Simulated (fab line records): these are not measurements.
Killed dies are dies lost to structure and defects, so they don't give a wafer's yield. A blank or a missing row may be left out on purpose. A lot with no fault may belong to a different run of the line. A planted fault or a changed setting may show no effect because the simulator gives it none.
Problem report in the 8D (eight disciplines) form, filled by code	flow nand-harc	the parts of the form that need people (team, actions taken, sign-off) are left out

1. THE PROBLEM
At NHARC_A_ONON_D2_THK_MEAS_18, thk-nm averages 1508 nm over 2 wafers from 2 lots, while fault-free wafers read 1003 nm, standard deviation 7.8. That is +65 standard deviations from the usual mean.
The step: measures by ellipsometry.
First observed at day 19 09:52: wafer L969.4, on film-metro-01. At this step, 36 wafers from 12 lots have a number in the record. Rule for "out", or "out of limits": more than 4 standard deviations from the usual mean. The other wafers with a number count as sound.

2. WHAT THIS IS AND IS NOT
question	is	is not
which readings at this step	thk-nm	-
which lots	L969, L970	L954, L955, L957, L958, L959, L960, L971, L972, L973, L975
which wafers of those lots	L969.4, L970.5	L969.1, L969.6, L970.2, L970.3
read on which gauges	film-metro-01	film-metro-02
when	from day 19 09:52	up to then (20 sound wafers); but 14 sound wafers of L970, L971, L972, L973, L975 came after

3. SUSPECTS, AND WHAT RULES EACH OUT
Counting: if a tool at a process step up to the reading ran every lot that is out, it stays a suspect. Sound lots after the first of them don't rule it out here, since some wafers of a struck lot are sound.
- ruled out: the gauge at NHARC_A_ONON_D2_THK_MEAS_18. All the wafers that are out were read on film-metro-01, but those of them that NHARC_END_SORT_01 has rows for are out there too, on other tools.
- pecvd-onon-02 at NHARC_A_ONON_D2_DEP_16 (target thk 1000 nm): kept. Ran every lot that is out, first one L969 (day 19 09:21); last sound lot up to then L955 (day 14 09:29).
Remaining after the count: pecvd-onon-02 at NHARC_A_ONON_D2_DEP_16.

4. THE CAUSE (what the simulator had put in)
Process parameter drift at NHARC_A_ONON_D2_DEP_16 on pecvd-onon-02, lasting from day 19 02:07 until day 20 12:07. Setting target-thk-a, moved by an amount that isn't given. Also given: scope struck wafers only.
After counting, this tool was the only one left.

5. THE EFFECT CHAIN, in route order
One row per reading whose mean, taken over the struck wafers that have a number, lies over 3 standard deviations from the usual. Readings are gone through only where the record gives a usual standard deviation; hours: the median, over the lots, of the time from a lot's start at the first step in this table giving one to that lot's start at this step; sigmas: the change measured in usual standard deviations.
hours	step	reading	usual	on struck wafers	change	sigmas
0	NHARC_A_ONON_D2_THK_MEAS_18	thk-nm	1003 nm	1508	+504	+65
274	NHARC_END_SORT_01	killed-at-array	52	674	+622	+35
274	NHARC_END_SORT_01	killed-dies	56	677	+621	+37

6. WHAT WOULD HAVE CAUGHT IT SOONER
Counted from the fault's start at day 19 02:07, it took 8 hours until the first out-of-limits reading at a measuring or inspecting step in this record, taken at day 19 09:52.
An alarm limit of 4 standard deviations would not have fired on the tool readings at NHARC_A_ONON_D2_DEP_16 for which the record gives a usual standard deviation, since none of them was out on any struck wafer.
L970, from the lots that are out (2), started NHARC_A_ONON_D2_DEP_16 on pecvd-onon-02 later than day 19 09:52. Had the tool been put on hold then, it would have been spared.
